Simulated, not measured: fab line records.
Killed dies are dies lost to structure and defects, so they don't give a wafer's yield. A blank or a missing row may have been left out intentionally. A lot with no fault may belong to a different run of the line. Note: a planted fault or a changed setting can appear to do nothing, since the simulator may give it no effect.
Code-filled problem report in 8D (eight disciplines) form :: flow nand harc :: the parts of the form that need people (team, actions taken, sign-off) are left out

== 1. PROBLEM STATEMENT ==
At NHARC_THIN_TSV_ETCHBACK_48, run length s averages 177.5 s over 3 wafers from 2 lots, while fault-free wafers read 426.4 s, standard deviation 0.35. That is -99 or more standard deviations from the usual mean.
The step: etches the open film in C4F8/Ar, target depth 1028.5 nm, time 405.17 s.
Earliest sighting: wafer L168.5 on rie diel-11 at day 30 17:56. The record has a number at this step for 42 wafers belonging to 14 lots. The rule behind "out" and "out of limits": a value lying over 4 standard deviations away from the usual mean. Any other wafer with a number is counted as sound.

== 2. WHAT IT IS; WHAT IT IS NOT ==
question: which readings at this step
is: run length s
is not: oes product au, rf vpp V

question: which lots
is: L168, L169
is not: L153, L154, L155, L157, L158, L159, L162, L163, L165, L166, L167, L172

question: which wafers of those lots
is: L168.5, L169.4, L169.5
is not: L168.2, L168.6, L169.2

question: read on which tools
is: rie diel-11
is not: rie diel-01, rie diel-03

question: when
is: from day 30 17:56
is not: up to then (35 sound wafers); but 4 sound wafers of L169, L172 came after

== 3. SUSPECTS, AND WHAT RULES EACH OUT ==
Counting: any tool at a process step up to the reading remains a suspect provided it ran every lot that is out. Sound lots after the first of them don't rule it out here, since some wafers of a struck lot are sound.
- rie diel-10 at NHARC_A_BONDPAD_ETCH_24 (etches the open film in CF4/N2, target depth 30 nm, time 72.99 s): kept. It ran every lot that is out, first L168 (day 30 17:56); its last sound lot up to then is L167 (day 29 09:37). Because NHARC_A_BONDPAD_ETCH_24 lacks a start for some lots, the hours and order of its lots are taken from NHARC_THIN_TSV_ETCHBACK_48.
- rie diel-11 at NHARC_THIN_TSV_ETCHBACK_48 (etches the open film in C4F8/Ar, target depth 1028.5 nm, time 405.17 s): kept. It ran every lot that is out, first L168 (day 30 17:56); its last sound lot up to then is L167 (day 29 09:37). Its own run length s readings are out on those wafers.
- Within rie diel-10 at NHARC_A_BONDPAD_ETCH_24: the wafers that are out ran in chamber 3; their sound lot-mates ran in chambers 0, 1.
- Within rie diel-11 at NHARC_THIN_TSV_ETCHBACK_48: the wafers that are out ran in chambers 0, 2; their sound lot-mates ran in chambers 1, 3.
After counting, rie diel-10 at NHARC_A_BONDPAD_ETCH_24 and rie diel-11 at NHARC_THIN_TSV_ETCHBACK_48 remain.

== 4. THE CAUSE (what the simulator had put in) ==
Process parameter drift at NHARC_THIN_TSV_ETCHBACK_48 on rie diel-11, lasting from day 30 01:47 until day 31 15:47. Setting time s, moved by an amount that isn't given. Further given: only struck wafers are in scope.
After counting, 2 suspects remain, this tool included.

== 5. THE EFFECT CHAIN, in route order ==
Each row: a reading whose mean over the struck wafers that have a number lies more than 3 standard deviations from the usual. Only readings whose record carries a usual standard deviation are examined. hours: median over the lots of the time between each lot's start at the first step of this table that gives one and its start at this step. sigmas: the change, counted in usual standard deviations.
hours: 0
step: NHARC_THIN_TSV_ETCHBACK_48
reading: run length s
usual: 426.4 s
on struck wafers: 177.5
change: -248.9
sigmas: -99 or more
Here are the process steps it includes:
- NHARC_THIN_TSV_ETCHBACK_48: etches the open film in C4F8/Ar, target depth 1028.5 nm, time 405.17 s.

== 6. HOW IT WOULD HAVE BEEN CAUGHT EARLIER ==
The fault began at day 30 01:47; the first out-of-limits reading in this record came at day 30 17:56, 16 hours later.
